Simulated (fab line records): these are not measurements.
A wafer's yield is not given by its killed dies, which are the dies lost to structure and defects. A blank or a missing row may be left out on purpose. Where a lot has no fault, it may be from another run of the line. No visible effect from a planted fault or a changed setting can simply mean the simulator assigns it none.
Lot-split experiment || flow n5Finfet || route with 1938 steps; 7 lots, 21 wafers read

## THE SPLIT ITSELF
At N5_BEOL_M13_EXPOSE_25 (exposes mask M13, target cd 210 nm), the setting doseMj was moved away from the recipe's 22 on 14 of the 21 wafers read, by -7.2% to +7.0%. The other wafers ran this setting at the recipe's value.

## FROM THE SPLIT TO THE READING: what the file shows between them, 3 steps
- N5_BEOL_M13_PEB_26: peb time 90 s
- N5_BEOL_M13_DEVELOP_27: develop time 45 s
- N5_BEOL_M13_HARDBAKE_32: time 120 s

## THE READING
cdNm (nm) at N5_BEOL_M13_CD_MEAS_28, where the cd target is 209.5 nm. On this fab line, fault-free wafers typically give 208.8 nm with a standard deviation of 0.92 nm.

{"wafer": "L079.3", "tool, chamber at the split": "krfScanner-01, 0", "doseMj as run": 22, "against the recipe": "recipe", "cdNm, nm": 208.5, "against lot-mates on the recipe": "-"}
{"wafer": "L079.5", "tool, chamber at the split": "krfScanner-01, 0", "doseMj as run": 22, "against the recipe": "recipe", "cdNm, nm": 209.5, "against lot-mates on the recipe": "-"}
{"wafer": "L079.6", "tool, chamber at the split": "krfScanner-01, 0", "doseMj as run": 22, "against the recipe": "recipe", "cdNm, nm": 210.3, "against lot-mates on the recipe": "-"}
{"wafer": "L080.1", "tool, chamber at the split": "krfScanner-01, 0", "doseMj as run": 22.69, "against the recipe": "+3.1%", "cdNm, nm": 212.9, "against lot-mates on the recipe": "no lot-mate on the recipe"}
{"wafer": "L080.5", "tool, chamber at the split": "krfScanner-01, 0", "doseMj as run": 22.69, "against the recipe": "+3.1%", "cdNm, nm": 213.2, "against lot-mates on the recipe": "no lot-mate on the recipe"}
{"wafer": "L080.6", "tool, chamber at the split": "krfScanner-01, 0", "doseMj as run": 22.69, "against the recipe": "+3.1%", "cdNm, nm": 211.6, "against lot-mates on the recipe": "no lot-mate on the recipe"}
{"wafer": "L087.1", "tool, chamber at the split": "krfScanner-02, 0", "doseMj as run": 20.42, "against the recipe": "-7.2%", "cdNm, nm": 201.2, "against lot-mates on the recipe": -7.5}
{"wafer": "L087.4", "tool, chamber at the split": "krfScanner-02, 0", "doseMj as run": 22, "against the recipe": "recipe", "cdNm, nm": 208.7, "against lot-mates on the recipe": "-"}
{"wafer": "L087.5", "tool, chamber at the split": "krfScanner-02, 0", "doseMj as run": 20.42, "against the recipe": "-7.2%", "cdNm, nm": 200.3, "against lot-mates on the recipe": -8.4}
{"wafer": "L086.1", "tool, chamber at the split": "krfScanner-02, 0", "doseMj as run": 22, "against the recipe": "recipe", "cdNm, nm": 208.8, "against lot-mates on the recipe": "-"}
{"wafer": "L086.2", "tool, chamber at the split": "krfScanner-02, 0", "doseMj as run": 23.54, "against the recipe": "+7.0%", "cdNm, nm": 216.3, "against lot-mates on the recipe": "+7.3"}
{"wafer": "L086.3", "tool, chamber at the split": "krfScanner-02, 0", "doseMj as run": 22, "against the recipe": "recipe", "cdNm, nm": 209.2, "against lot-mates on the recipe": "-"}
{"wafer": "L088.1", "tool, chamber at the split": "krfScanner-02, 0", "doseMj as run": 23.42, "against the recipe": "+6.5%", "cdNm, nm": 213.4, "against lot-mates on the recipe": "no lot-mate on the recipe"}
{"wafer": "L088.3", "tool, chamber at the split": "krfScanner-02, 0", "doseMj as run": 23.42, "against the recipe": "+6.5%", "cdNm, nm": 215.2, "against lot-mates on the recipe": "no lot-mate on the recipe"}
{"wafer": "L088.6", "tool, chamber at the split": "krfScanner-02, 0", "doseMj as run": 23.42, "against the recipe": "+6.5%", "cdNm, nm": 215.0, "against lot-mates on the recipe": "no lot-mate on the recipe"}
{"wafer": "L089.2", "tool, chamber at the split": "krfScanner-02, 0", "doseMj as run": 23.29, "against the recipe": "+5.9%", "cdNm, nm": 213.4, "against lot-mates on the recipe": "no lot-mate on the recipe"}
{"wafer": "L089.4", "tool, chamber at the split": "krfScanner-02, 0", "doseMj as run": 23.29, "against the recipe": "+5.9%", "cdNm, nm": 213.2, "against lot-mates on the recipe": "no lot-mate on the recipe"}
{"wafer": "L089.6", "tool, chamber at the split": "krfScanner-02, 0", "doseMj as run": 23.29, "against the recipe": "+5.9%", "cdNm, nm": 213.4, "against lot-mates on the recipe": "no lot-mate on the recipe"}
{"wafer": "L093.4", "tool, chamber at the split": "krfScanner-01, 0", "doseMj as run": 20.6, "against the recipe": "-6.4%", "cdNm, nm": 202.2, "against lot-mates on the recipe": -6.9}
{"wafer": "L093.5", "tool, chamber at the split": "krfScanner-01, 0", "doseMj as run": 22, "against the recipe": "recipe", "cdNm, nm": 209.1, "against lot-mates on the recipe": "-"}
{"wafer": "L093.6", "tool, chamber at the split": "krfScanner-01, 0", "doseMj as run": 20.6, "against the recipe": "-6.4%", "cdNm, nm": 203.0, "against lot-mates on the recipe": -6.1}

FIT RESULTS
A straight line over all 21 wafers: cdNm changes by +0.969 nm for each +1% of doseMj; r = +0.98; the points scatter about the line by 0.93 nm.
The same after taking each lot's own level away (the mean of its wafers on the recipe; 12 wafers): +1.06 nm for each +1%; r = +0.99; scatter 0.53 nm.
Per that fit: largest doseMj move, reading shift of 7.6 nm.
The span of the lots' own levels, 208.70 to 209.43 nm, comes to 0.8 times the standard deviation stated above.
The two slopes are in agreement: the lot-to-lot level therefore moves the slope only a little.
Check: -7.69 nm against its lot-mates is what the line predicts for one of the wafers moved furthest among these (-7.2%) when that wafer is left out of the fit. Against them it came out at -7.5 nm.

## THESE WAFERS: OTHER SPLITS
Other splits were also applied to these wafers ahead of the reading. Each is held against what the fit with the lots' levels taken away leaves over:
{"other split on the same wafers": "N5_BEOL_M10_DESCUM_16 timeS", "wafers away from the commonest value": 8, "r with cdNm (lot level and that fit taken away)": "+0.09"}
{"other split on the same wafers": "N5_BEOL_M11_PECVD_70 tempC", "wafers away from the commonest value": 8, "r with cdNm (lot level and that fit taken away)": -0.09}
{"other split on the same wafers": "N5_BEOL_M13_COAT_22 spinRpm", "wafers away from the commonest value": 4, "r with cdNm (lot level and that fit taken away)": -0.57}

## THE WHOLE CHAIN: every reading that the file lists as answering this split, in the file's order
{"step": "N5_BEOL_M13_CD_MEAS_28", "what it does": "target cd 209.5 nm", "reading": "cdNm", "change (the file's fit)": "+1.06 nm for each +1% of the setting", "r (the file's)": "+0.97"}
{"step": "N5_BEOL_M13_DESCUM_33", "what it does": "chemistry O2, time 7.9 s", "reading": "BEOL_M13.cdNm (the simulator's own value, which no gauge read)", "change (the file's fit)": "+1.06 nm for each +1% of the setting", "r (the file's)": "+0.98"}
{"step": "N5_BEOL_M13_ETCH_68", "what it does": "etches SOC in N2/H2, time 355 s", "reading": "BEOL_M13.cdNm (the simulator's own value, which no gauge read)", "change (the file's fit)": "+0.997 nm for each +1% of the setting", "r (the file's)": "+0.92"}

## THE FILE'S OWN FIT
cdNm changes by +1.06 nm for each +1% of doseMj, r = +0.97.
